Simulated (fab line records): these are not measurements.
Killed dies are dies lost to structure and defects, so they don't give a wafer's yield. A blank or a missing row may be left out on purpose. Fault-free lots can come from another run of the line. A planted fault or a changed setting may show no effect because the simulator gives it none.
Chamber matching || flow nand harc || NHARC_A_SLIT_DESCUM_14 on rie diel-11 has 4 sister chambers
The step chemistry O2, time 3 s. 14 wafers are shown with their chamber, then 7 later ones without.

WAFERS, EACH WITH ITS CHAMBER
{"wafer": "L078.2", "chamber": 1, "showerhead plenum p Torr (Torr)": 2.00, "drypump motor current A (A)": 6.2, "oes product au (a.u.)": 1.013}
{"wafer": "L078.4", "chamber": 3, "showerhead plenum p Torr (Torr)": 1.88, "drypump motor current A (A)": 5.9, "oes product au (a.u.)": 1.007}
{"wafer": "L078.6", "chamber": 3, "showerhead plenum p Torr (Torr)": 1.88, "drypump motor current A (A)": 5.8, "oes product au (a.u.)": 1.014}
{"wafer": "L081.1", "chamber": 3, "showerhead plenum p Torr (Torr)": 1.88, "drypump motor current A (A)": 5.9, "oes product au (a.u.)": 1.005}
{"wafer": "L081.2", "chamber": 0, "showerhead plenum p Torr (Torr)": 1.99, "drypump motor current A (A)": 5.9, "oes product au (a.u.)": 0.994}
{"wafer": "L081.4", "chamber": 3, "showerhead plenum p Torr (Torr)": 1.88, "drypump motor current A (A)": 5.9, "oes product au (a.u.)": 1.000}
{"wafer": "L084.1", "chamber": 2, "showerhead plenum p Torr (Torr)": 2.03, "drypump motor current A (A)": 5.8, "oes product au (a.u.)": 1.005}
{"wafer": "L084.5", "chamber": 0, "showerhead plenum p Torr (Torr)": 1.99, "drypump motor current A (A)": 5.9, "oes product au (a.u.)": 1.002}
{"wafer": "L084.6", "chamber": 3, "showerhead plenum p Torr (Torr)": 1.88, "drypump motor current A (A)": 5.9, "oes product au (a.u.)": 1.003}
{"wafer": "L089.2", "chamber": 1, "showerhead plenum p Torr (Torr)": 1.99, "drypump motor current A (A)": 6.2, "oes product au (a.u.)": 0.999}
{"wafer": "L089.3", "chamber": 2, "showerhead plenum p Torr (Torr)": 2.03, "drypump motor current A (A)": 5.7, "oes product au (a.u.)": 1.006}
{"wafer": "L089.5", "chamber": 1, "showerhead plenum p Torr (Torr)": 1.99, "drypump motor current A (A)": 6.2, "oes product au (a.u.)": 1.009}
{"wafer": "L087.2", "chamber": 0, "showerhead plenum p Torr (Torr)": 1.99, "drypump motor current A (A)": 5.9, "oes product au (a.u.)": 0.992}
{"wafer": "L087.4", "chamber": 1, "showerhead plenum p Torr (Torr)": 1.99, "drypump motor current A (A)": 6.1, "oes product au (a.u.)": 0.988}

SIGNATURES (means of the wafers above)
{"reading": "showerhead plenum p Torr", "chamber 0": 1.9900, "chamber 1": 1.9925, "chamber 2": 2.0300, "chamber 3": 1.8800, "scatter within a chamber": 0.00274}
{"reading": "drypump motor current A", "chamber 0": 5.900, "chamber 1": 6.175, "chamber 2": 5.750, "chamber 3": 5.880, "scatter within a chamber": 0.0453}
{"reading": "oes product au", "chamber 0": 0.99600, "chamber 1": 1.00225, "chamber 2": 1.00550, "chamber 3": 1.00580, "scatter within a chamber": 0.00736}
Rule: distance of a wafer from a chamber = root of the sum over the readings of ((wafer's reading minus chamber's mean) / reading's scatter) squared. The wafer belongs to the nearest chamber; if the next one is less than 2 further off, it can't be placed. The scatter: take each reading less its chamber's mean, square it, sum over the shown wafers, divide by the number of wafers less the number of chambers, and take the root.

WAFERS WHOSE CHAMBER IS MISSING
{"wafer": "L087.6", "showerhead plenum p Torr (Torr)": 1.99, "drypump motor current A (A)": 6.0, "oes product au (a.u.)": 1.004}
{"wafer": "L094.1", "showerhead plenum p Torr (Torr)": 1.99, "drypump motor current A (A)": 6.0, "oes product au (a.u.)": 0.999}
{"wafer": "L094.3", "showerhead plenum p Torr (Torr)": 1.88, "drypump motor current A (A)": 5.9, "oes product au (a.u.)": 1.010}
{"wafer": "L094.4", "showerhead plenum p Torr (Torr)": 1.99, "drypump motor current A (A)": 6.2, "oes product au (a.u.)": 1.006}
{"wafer": "L096.2", "showerhead plenum p Torr (Torr)": 1.99, "drypump motor current A (A)": 5.9, "oes product au (a.u.)": 0.974}
{"wafer": "L096.5", "showerhead plenum p Torr (Torr)": 2.03, "drypump motor current A (A)": 5.7, "oes product au (a.u.)": 0.977}
{"wafer": "L096.6", "showerhead plenum p Torr (Torr)": 1.99, "drypump motor current A (A)": 6.2, "oes product au (a.u.)": 0.995}

WHICH CHAMBER EACH ONE RAN IN
{"wafer": "L087.6", "from the rows above": "can't be placed: 0 or 1", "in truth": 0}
{"wafer": "L094.1", "from the rows above": "can't be placed: 0 or 1", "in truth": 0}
{"wafer": "L094.3", "from the rows above": 3, "in truth": 3}
{"wafer": "L094.4", "from the rows above": 1, "in truth": 1}
{"wafer": "L096.2", "from the rows above": 0, "in truth": 0}
{"wafer": "L096.5", "from the rows above": 2, "in truth": 2}
{"wafer": "L096.6", "from the rows above": 1, "in truth": 1}
Correctly placed: 5 of 7. Can't be placed from these rows: 2 (the true chamber is among the candidates in 2). Wrongly placed: 0.
